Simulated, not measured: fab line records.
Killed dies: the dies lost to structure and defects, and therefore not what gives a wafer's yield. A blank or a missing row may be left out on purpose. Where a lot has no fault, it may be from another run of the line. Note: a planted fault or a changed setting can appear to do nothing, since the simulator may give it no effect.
Comparing a struck lot with a sound one -- flow nandHarc -- 15 out of 1159 route steps
Sound: these wafers, L103.1, L103.5, L103.6. Struck: wafer L110.3 (L110.4, L110.5, from the same lot, were not struck and are left out); the cause is given at the end.
Each step with rows lists, per side, the tool, then ch with its chambers, then its first start. Under that, the readings that differ: sound wafers -- struck wafers -- difference of the means -- sigmas: that difference in standard deviations of wafers without a fault.
alike: readings with means less than 2 such deviations apart, plus words and numbers identical on both sides. not compared: withheld readings, readings lacking a value on some wafer, bounds such as >300 that could conceal the same value, and numbers that have no deviation in the record and whose values overlap.
Wherever a step has rows on one side only, a row that says differs or no value, or a row with sigmas, the two part there. Non-overlapping numbers with no deviation appear without sigmas and do not part them. A reading that every wafer of one side lacks parts them only if that side has two wafers or more.

first, 8 steps without rows for these wafers: NHARC_P_M0_HMDS_02 (time 30 s); NHARC_P_M0_COAT_33 (time 65 s); NHARC_P_M0_COAT_03 (resist thk 90 nm); NHARC_P_M0_SOFTBAKE_04 (time 55 s); NHARC_P_M0_EBR_05; NHARC_P_M0_EXPOSE_06 (exposes mask P M0, target cd 90 nm); NHARC_P_M0_PEB_07 (peb time 65 s); NHARC_P_M0_DEVELOP_08 (develop time 35 s).
NHARC_P_M0_CD_MEAS_09: the cd target is 90 nm.
  sound on cdSem-02 ch 0, day 6 16:29; struck on cdSem-02 ch 0, day 7 10:22
  alike: cdNm
NHARC_P_M0_OVL_MEAS_10: pitch 180 nm.
  sound on overlay-01 at day 6 16:34; struck on overlay-01 at day 7 10:27
  alike: overlayXNm, overlayYNm
NHARC_P_M0_INSPECT_11:
  sound on defectInspect-01 at day 6 16:37; struck on defectInspect-02 at day 7 10:29
  alike: rawDefectCount
NHARC_P_M0_DESCUM_14: chemistry O2, time 3 s.
  sound on rieDiel-03 ch 2,3, day 6 16:40; struck on rieDiel-03 ch 3, day 7 10:34
  alike: drypumpMotorCurrentA, oesProductAu, rfVppV, showerheadPlenumPTorr, throttleValvePct
  not compared: rfHoursCounterH
NHARC_P_M0_ETCH_34: etches the open film in N2/H2, target depth 40 nm, overetch 12 nm, time 43.94 s.
  sound on rieDiel-03 ch 2,3, day 6 16:46; struck on rieDiel-03 ch 3, day 7 10:38
reading,sound,struck,difference,sigmas
runLengthS (s),65.7 65.4 65.7,55.4,-10.2,-26
  alike: drypumpMotorCurrentA, oesProductAu, rfVppV, showerheadPlenumPTorr, throttleValvePct
  not compared: rfHoursCounterH
NHARC_P_M0_ETCH_15: etches the open film in C4F8/Ar, target depth 150 nm, overetch 15 nm, time 82.5 s.
  sound: rieDiel-03 ch 0,1,3; struck: rieDiel-03 ch 1
  alike: oesProductAu, rfVppV, runLengthS
  not compared: rfHoursCounterH
-- break in the record here, with 14 days between the starts of the struck wafers on either side (left off in module P_M0, picked up again in module END, where the first step shown is number 1159 on the route) --
NHARC_END_SORT_01:
  sound on prober-02 ch 0, day 20 10:56; struck on prober-02 ch 0, day 21 04:07
  alike: defectLimitedYield, killedAtArray, killedAtOther, killedAtPeriphery, killedDies, killedOpen, killedShort, sort_bin_2_pct, sort_bin_3_pct, sort_bin_4_pct, sortNPass, sortRimYieldPct, sortYieldPct

WHERE THEY PART
At NHARC_P_M0_ETCH_34 and nowhere else, as far as this record goes. Later steps at which nothing parts them and some readings are alike: NHARC_P_M0_ETCH_15, NHARC_END_SORT_01.

WHY: what the simulator had put in
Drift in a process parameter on rieDiel-03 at NHARC_P_M0_ETCH_34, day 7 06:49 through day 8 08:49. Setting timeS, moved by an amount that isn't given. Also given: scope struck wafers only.
